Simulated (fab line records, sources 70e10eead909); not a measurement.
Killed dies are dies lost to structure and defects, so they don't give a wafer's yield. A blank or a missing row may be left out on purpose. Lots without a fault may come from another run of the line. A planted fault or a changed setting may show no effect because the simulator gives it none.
Which tool did it? | flow nand_harc | 7 lots, 21 wafers sampled, at 4 steps of a route of 1159

WHAT THE GAUGES READ, wafer by wafer
NHARC_END_SORT_01.
lot  | measured     | on        | killed_at_periphery
L380 | day 21 03:29 | prober-02 | 3 5 3
L384 | day 21 20:40 | prober-02 | 1 2 0
L386 | day 22 03:39 | prober-02 | 2 0 0
L395 | day 24 19:07 | prober-01 | 90 91 91

WHICH TOOL RAN EACH LOT (tool, then ch and the chambers of the sampled wafers, then the start)
lot  | NHARC_P_CONTACT_CVD_23        | NHARC_THIN_TSV_DEP_47           | NHARC_THIN_TSV_ANNEAL_52
L378 | cvd_w-02 ch 1, day 6 17:07    | pecvd-02 ch 0,1,2, day 19 08:39 | rtp_anneal-02 ch 0, day 19 15:14
L380 | cvd_w-01 ch 0,1, day 7 02:40  | pecvd-03 ch 0,1, day 20 15:20   | rtp_anneal-02 ch 0, day 20 17:27
L382 | cvd_w-01 ch 0,1, day 7 12:34  | pecvd-02 ch 0,2, day 20 06:37   | rtp_anneal-02 ch 0, day 20 08:44
L384 | cvd_w-01 ch 0,1, day 8 09:41  | pecvd-02 ch 0,1, day 21 02:15   | rtp_anneal-01 ch 0, day 21 04:23
L386 | cvd_w-02 ch 0,1, day 8 19:57  | pecvd-02 ch 0,1, day 21 04:27   | rtp_anneal-02 ch 0, day 21 06:39
L392 | cvd_w-01 ch 0,1, day 10 08:34 | pecvd-02 ch 0,1,2, day 23 03:31 | rtp_anneal-02 ch 0, day 23 05:39
L395 | cvd_w-01 ch 1, day 11 08:25   | pecvd-03 ch 0,2, day 24 05:56   | rtp_anneal-01 ch 0, day 24 08:04
- NHARC_P_CONTACT_CVD_23: deposits W, target thk 200 nm, time 557 s.
- NHARC_THIN_TSV_DEP_47: deposits SiO2, target thk 200 nm.
- NHARC_THIN_TSV_ANNEAL_52: time 90 s.

THE ANSWER, worked out from the rows above alone
Rule: what is usual is taken from the lots themselves. Put in order of their means at a reading, lots are off if they are a third of the lots or fewer, leave a main group of 4 or more, and stand apart from it by a gap of 3 or more times the standard deviation of the main group's means; of several such gaps the widest counts. A main group whose means are all the same, to the digits that the tables above print for the reading, isn't used. A lot without any number at a reading at which 4 lots or more have one is off too. The other lots that the step has rows for count as sound.
No lot is off at any reading shown: from this, nothing can be told.

WHAT THE SIMULATOR HAD PUT IN
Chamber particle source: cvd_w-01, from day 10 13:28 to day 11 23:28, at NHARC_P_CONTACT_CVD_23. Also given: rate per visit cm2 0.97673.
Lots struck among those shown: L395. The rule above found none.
